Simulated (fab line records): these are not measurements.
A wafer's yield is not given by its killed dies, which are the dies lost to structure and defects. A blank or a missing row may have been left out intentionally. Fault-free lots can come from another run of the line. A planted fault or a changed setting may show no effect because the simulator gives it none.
Split-lot trial :: flow n5-finfet :: on a route of 1938 steps: 7 lots, 21 wafers read

## ON THE SPLIT
At N5_FIN_CUT_EXPOSE_05 (exposes mask FIN CUT), the setting dose-mj was moved away from the recipe's 45.75 on 8 of the 21 wafers read, by -6.0% to +5.9%. The other wafers ran this setting at the recipe's value.

## FROM THE SPLIT TO THE READING: what the file shows between them, 2 steps
- N5_FIN_CUT_PEB_06: peb time 60 s
- N5_FIN_CUT_DEVELOP_07: develop time 30 s

## THE READING
cd-nm at N5_FIN_CUT_CD_MEAS_08, given in nm (cd target 29.1 nm). A value of 29.11 nm with a standard deviation of 0.21 nm is what fault-free wafers of this fab line usually give.

wafer: L075.1
tool, chamber at the split: euv-scanner-02, 0
dose-mj as run: 45.75
against the recipe: recipe
cd-nm, nm: 29.26
against lot-mates on the recipe: -

wafer: L075.5
tool, chamber at the split: euv-scanner-02, 0
dose-mj as run: 45.75
against the recipe: recipe
cd-nm, nm: 29.05
against lot-mates on the recipe: -

wafer: L075.6
tool, chamber at the split: euv-scanner-02, 0
dose-mj as run: 45.75
against the recipe: recipe
cd-nm, nm: 28.99
against lot-mates on the recipe: -

wafer: L083.2
tool, chamber at the split: euv-scanner-02, 0
dose-mj as run: 48.22
against the recipe: +5.4%
cd-nm, nm: 30.27
against lot-mates on the recipe: no lot-mate on the recipe

wafer: L083.5
tool, chamber at the split: euv-scanner-02, 0
dose-mj as run: 48.22
against the recipe: +5.4%
cd-nm, nm: 29.71
against lot-mates on the recipe: no lot-mate on the recipe

wafer: L083.6
tool, chamber at the split: euv-scanner-02, 0
dose-mj as run: 48.22
against the recipe: +5.4%
cd-nm, nm: 29.98
against lot-mates on the recipe: no lot-mate on the recipe

wafer: L086.2
tool, chamber at the split: euv-scanner-01, 0
dose-mj as run: 48.25
against the recipe: +5.5%
cd-nm, nm: 30.12
against lot-mates on the recipe: +1.17

wafer: L086.3
tool, chamber at the split: euv-scanner-01, 0
dose-mj as run: 45.75
against the recipe: recipe
cd-nm, nm: 28.95
against lot-mates on the recipe: -

wafer: L086.4
tool, chamber at the split: euv-scanner-01, 0
dose-mj as run: 48.25
against the recipe: +5.5%
cd-nm, nm: 29.85
against lot-mates on the recipe: +0.90

wafer: L087.1
tool, chamber at the split: euv-scanner-02, 0
dose-mj as run: 45.75
against the recipe: recipe
cd-nm, nm: 29.20
against lot-mates on the recipe: -

wafer: L087.4
tool, chamber at the split: euv-scanner-02, 0
dose-mj as run: 48.44
against the recipe: +5.9%
cd-nm, nm: 29.92
against lot-mates on the recipe: +0.72

wafer: L087.6
tool, chamber at the split: euv-scanner-02, 0
dose-mj as run: 48.44
against the recipe: +5.9%
cd-nm, nm: 30.24
against lot-mates on the recipe: +1.04

wafer: L090.1
tool, chamber at the split: euv-scanner-01, 0
dose-mj as run: 43.02
against the recipe: -6.0%
cd-nm, nm: 27.71
against lot-mates on the recipe: -1.23

wafer: L090.4
tool, chamber at the split: euv-scanner-01, 0
dose-mj as run: 45.75
against the recipe: recipe
cd-nm, nm: 28.93
against lot-mates on the recipe: -

wafer: L090.5
tool, chamber at the split: euv-scanner-01, 0
dose-mj as run: 45.75
against the recipe: recipe
cd-nm, nm: 28.94
against lot-mates on the recipe: -

wafer: L091.2
tool, chamber at the split: euv-scanner-01, 0
dose-mj as run: 45.75
against the recipe: recipe
cd-nm, nm: 29.09
against lot-mates on the recipe: -

wafer: L091.4
tool, chamber at the split: euv-scanner-01, 0
dose-mj as run: 45.75
against the recipe: recipe
cd-nm, nm: 29.37
against lot-mates on the recipe: -

wafer: L091.6
tool, chamber at the split: euv-scanner-01, 0
dose-mj as run: 45.75
against the recipe: recipe
cd-nm, nm: 29.27
against lot-mates on the recipe: -

wafer: L095.1
tool, chamber at the split: euv-scanner-02, 0
dose-mj as run: 45.75
against the recipe: recipe
cd-nm, nm: 29.26
against lot-mates on the recipe: -

wafer: L095.2
tool, chamber at the split: euv-scanner-02, 0
dose-mj as run: 45.75
against the recipe: recipe
cd-nm, nm: 28.89
against lot-mates on the recipe: -

wafer: L095.3
tool, chamber at the split: euv-scanner-02, 0
dose-mj as run: 45.75
against the recipe: recipe
cd-nm, nm: 29.19
against lot-mates on the recipe: -

THE FIT
A straight line over all 21 wafers: cd-nm changes by +0.179 nm for each +1% of dose-mj; r = +0.95; the points scatter about the line by 0.19 nm.
The same after taking each lot's own level away (the mean of its wafers on the recipe; 18 wafers): +0.178 nm for each +1%; r = +0.97; scatter 0.14 nm.
On that fit, the largest move of dose-mj shifts the reading by 1.1 nm.
The span of the lots' own levels, 28.935 to 29.243 nm, comes to 1.5 times the standard deviation stated above.
The two slopes agree, so the slope changes little with the lot-to-lot level.
Check: -1 nm against its lot-mates is what the line predicts for one of the wafers moved furthest among these (-6.0%) when that wafer is left out of the fit. Against them it came out at -1.23 nm.

## FURTHER SPLITS ON THESE WAFERS
These wafers also went through other splits before the reading. Each is held against what the fit with the lots' levels taken away leaves over:
other split on the same wafers: N5_ZERO_LAYER_EXPOSE_08 dose-mj
wafers away from the commonest value: 9
r with cd-nm (lot level and that fit taken away): -0.10

other split on the same wafers: N5_ZERO_LAYER_DEVELOP_10 develop-time-s
wafers away from the commonest value: 6
r with cd-nm (lot level and that fit taken away): +0.43

other split on the same wafers: N5_PMOS_HMC_CHANNEL_EPI_PEB_07 peb-temp-c
wafers away from the commonest value: 7
r with cd-nm (lot level and that fit taken away): -0.11

other split on the same wafers: N5_PMOS_HMC_CHANNEL_EPI_ETCH_32 bias-w
wafers away from the commonest value: 6
r with cd-nm (lot level and that fit taken away): +0.10

other split on the same wafers: N5_FIN_SAQP_EXPOSE_13 dose-mj
wafers away from the commonest value: 6
r with cd-nm (lot level and that fit taken away): +0.24

## THE WHOLE CHAIN: every reading that the file lists as answering this split, in the file's order
step: N5_FIN_CUT_CD_MEAS_08
what it does: target cd 29.1 nm
reading: cd-nm
change (the file's fit): +0.182 nm for each +1% of the setting
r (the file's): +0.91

step: N5_FIN_CUT_ETCH_30
what it does: etches underlayer in N2/H2, target depth 13 nm, time 10.4 s
reading: FIN_CUT.cd-offset-nm (the simulator's own value, which no gauge read)
change (the file's fit): +0.174 nm for each +1% of the setting
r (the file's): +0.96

step: N5_FIN_CUT_ETCH_20
what it does: etches SiARC in CF4, target depth 26 nm, time 43.3 s
reading: FIN_CUT.cd-offset-nm (the simulator's own value, which no gauge read)
change (the file's fit): +0.18 nm for each +1% of the setting
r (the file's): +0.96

## THE FILE'S OWN FIT
cd-nm changes by +0.182 nm for each +1% of dose-mj, r = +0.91.
